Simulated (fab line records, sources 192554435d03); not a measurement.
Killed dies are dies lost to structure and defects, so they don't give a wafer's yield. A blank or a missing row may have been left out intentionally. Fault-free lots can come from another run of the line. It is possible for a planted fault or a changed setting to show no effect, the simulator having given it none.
Chamber matching + flow n5Finfet + N5_HKMG_FIN_ETCH_58 on rieDiel-05 has 4 sister chambers
The step etches SOC in N2/H2, target depth 215.8 nm, time 741 s. 4 wafers are shown with their chamber, then 12 later ones without.

## WAFERS PAIRED WITH THEIR CHAMBERS
| wafer  | chamber | throttleValvePct (%) |
|--------|---------|----------------------|
| L084.2 | 2       | 17.92                |
| L084.6 | 3       | 17.98                |
| L086.3 | 0       | 17.76                |
| L086.5 | 1       | 17.34                |

## WAFERS WITH NO CHAMBER GIVEN
| wafer  | throttleValvePct (%) |
|--------|----------------------|
| L089.3 | 17.94                |
| L089.4 | 17.36                |
| L089.5 | 17.36                |
| L095.2 | 18.02                |
| L095.4 | 17.37                |
| L095.6 | 18.02                |
| L096.1 | 18.02                |
| L096.2 | 17.80                |
| L096.3 | 17.50                |
| L096.4 | 17.40                |
| L096.5 | 17.39                |
| L096.6 | 17.49                |

## CHAMBER TAKEN BY EACH
| wafer  | from the rows above          | in truth |
|--------|------------------------------|----------|
| L089.3 | can't be placed: 2 or 3      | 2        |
| L089.4 | 1                            | 1        |
| L089.5 | 1                            | 1        |
| L095.2 | can't be placed: 3 or 2      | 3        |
| L095.4 | 1                            | 1        |
| L095.6 | can't be placed: 3 or 2      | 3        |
| L096.1 | can't be placed: 3 or 2      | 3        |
| L096.2 | can't be placed: 0 or 2 or 3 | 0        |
| L096.3 | can't be placed: 1 or 0      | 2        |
| L096.4 | 1                            | 1        |
| L096.5 | 1                            | 1        |
| L096.6 | can't be placed: 1 or 0      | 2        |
Correctly placed: 5 of 12. Can't be placed from these rows: 7 (the true chamber is among the candidates in 5). Placed wrongly: 0.
How it was worked out, from the rows above alone: a wafer's distance from a chamber is the root of the sum, over the readings, of the square of ((its reading less the chamber's mean) divided by the reading's scatter). If the next closest chamber is less than 2 further off than the closest, the wafer can't be placed; otherwise it belongs to the closest. Each chamber's mean is taken over the wafers shown for it. The scatter (one wafer shown for each chamber): square how far every hidden wafer sits from the nearest shown wafer, average those squares and take the square root.
